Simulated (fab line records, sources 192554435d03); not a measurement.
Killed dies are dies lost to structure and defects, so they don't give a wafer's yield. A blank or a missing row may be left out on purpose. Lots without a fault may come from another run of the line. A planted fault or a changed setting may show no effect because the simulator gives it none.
Chamber matching | flow n5_finfet | N5_BEOL_M0_TRENCH_ETCH_107 on rie_diel-01: 4 sister chambers
The step etches SiOC in C4F6/O2, target depth 32.8 nm, time 16.4 s. 4 wafers are shown with their chamber, then 10 later ones without.

WAFERS WITH THEIR CHAMBER
wafer  | chamber | drypump_motor_current_A (A)
L087.5 | 3       | 5.8
L088.1 | 0       | 5.3
L091.1 | 1       | 4.8
L091.5 | 2       | 5.5

WAFERS WITHOUT THEIR CHAMBER
wafer  | drypump_motor_current_A (A)
L091.6 | 5.8
L093.1 | 5.8
L093.2 | 5.4
L093.4 | 5.5
L095.1 | 5.8
L095.4 | 5.5
L095.6 | 4.9
L096.2 | 4.9
L096.4 | 5.5
L096.6 | 5.5

WHICH CHAMBER EACH WENT THROUGH
wafer  | from the rows above     | in truth
L091.6 | 3                       | 3
L093.1 | 3                       | 3
L093.2 | can't be placed: 2 or 0 | 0
L093.4 | 2                       | 2
L095.1 | 3                       | 3
L095.4 | 2                       | 2
L095.6 | 1                       | 1
L096.2 | 1                       | 1
L096.4 | 2                       | 2
L096.6 | 2                       | 2
Placed correctly: 9 of 10. Can't be placed from these rows: 1 (the true chamber is among the candidates in 1). Placed wrongly: 0.
How it was worked out, from the rows above alone: a wafer's distance from a chamber is the root of the sum, over the readings, of the square of ((its reading less the chamber's mean) divided by the reading's scatter). The wafer belongs to the nearest chamber; if the next one is less than 2 further off, it can't be placed. A chamber's mean is the mean of its shown wafers. The scatter: with one shown wafer a chamber, the root of the mean of the squares of how far each hidden wafer lies from its nearest shown one.
